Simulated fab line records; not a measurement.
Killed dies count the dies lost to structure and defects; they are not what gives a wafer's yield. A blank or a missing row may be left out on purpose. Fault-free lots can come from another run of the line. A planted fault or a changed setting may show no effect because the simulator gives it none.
A lot that was struck, set against a sound lot / flow nandHarc / 13 out of 1159 route steps
Sound: these wafers, L248.1, L248.2, L248.3. The struck wafers were L241.1, L241.4, L241.5. At the end, the cause is stated.
At each step with rows: each side's tool, then ch and its chambers, then its first start. Under that, the readings that differ: sound wafers / struck wafers / difference of the means / sigmas: that difference in standard deviations of wafers without a fault.
alike: a reading whose means differ by less than 2 such deviations, as well as words and numbers matching on both sides. not compared: withheld readings; readings where some wafer has no value; bounds like >300 that might hide an equal value; numbers whose values overlap and for which the record gives no deviation.
A row with sigmas, a row that says differs or no value, or rows on one side alone: a step with any of these is where the two part. Numbers that have no deviation but don't overlap get no sigmas and don't part them. A reading that every wafer of one side lacks parts them only if that side has two wafers or more.

NHARC_A_CHANNEL_FILL_D1_CMP_10: polishes, target thk 150 nm.
  sound on cmp-04 ch 0,1,3, day 15 04:55; struck on cmp-04 ch 0,1, day 13 05:28
  alike: motorCurrentA, timeToEndpointS
next, for these wafers, 1 step has no rows: NHARC_A_CHANNEL_FILL_D1_SRD_12.
NHARC_A_CHANNEL_FILL_D1_RTA_24: time 5 s.
  sound on rtpAnneal-02 ch 0, day 15 05:20; struck on rtpAnneal-02 ch 0, day 13 05:54
  alike: lampPowerPct, lamp_zone_1_pct, wafer_temp_C_max
NHARC_A_CHANNEL_FILL_D1_INSPECT_13:
  sound on defectInspect-01, day 15 05:32; struck on defectInspect-02, day 13 06:07
reading=rawDefectCount; sound=382 445 599; struck=199 180 185; difference=-287; sigmas=-2
NHARC_A_STAIRCASE_DEP_156: deposits SiNx, target thk 50 nm.
  sound on pecvd-03 ch 0,1,2, day 15 05:37; struck on pecvd-04 ch 0,1,2, day 13 07:04
  alike: heaterPowerW
then, 5 steps without rows for these wafers: NHARC_A_STAIRCASE_DEHYDRATE_158 (time 120 s); NHARC_A_STAIRCASE_HMDS_159 (time 30 s); NHARC_A_STAIRCASE_COAT_160; NHARC_A_STAIRCASE_SOFTBAKE_161 (time 170 s); NHARC_A_STAIRCASE_EBR_162.
NHARC_A_STAIRCASE_EXPOSE_163: exposes mask STAIR OPEN.
  sound on krfScanner-01 ch 0, day 15 06:13; struck on krfScanner-04 ch 0, day 13 07:41
reading=exposureDoseMJCm2; sound=20.020 20.043 20.022; struck=31.127 31.113 31.088; difference=+11.081; sigmas=+99 or more
  alike: mask
then, 2 steps without rows for these wafers: NHARC_A_STAIRCASE_PEB_164 (peb time 130 s); NHARC_END_SORT_01.

WHERE THEY PART
First at NHARC_A_CHANNEL_FILL_D1_INSPECT_13; last, within this record, at NHARC_A_STAIRCASE_EXPOSE_163.

WHY: whatever the simulator had introduced
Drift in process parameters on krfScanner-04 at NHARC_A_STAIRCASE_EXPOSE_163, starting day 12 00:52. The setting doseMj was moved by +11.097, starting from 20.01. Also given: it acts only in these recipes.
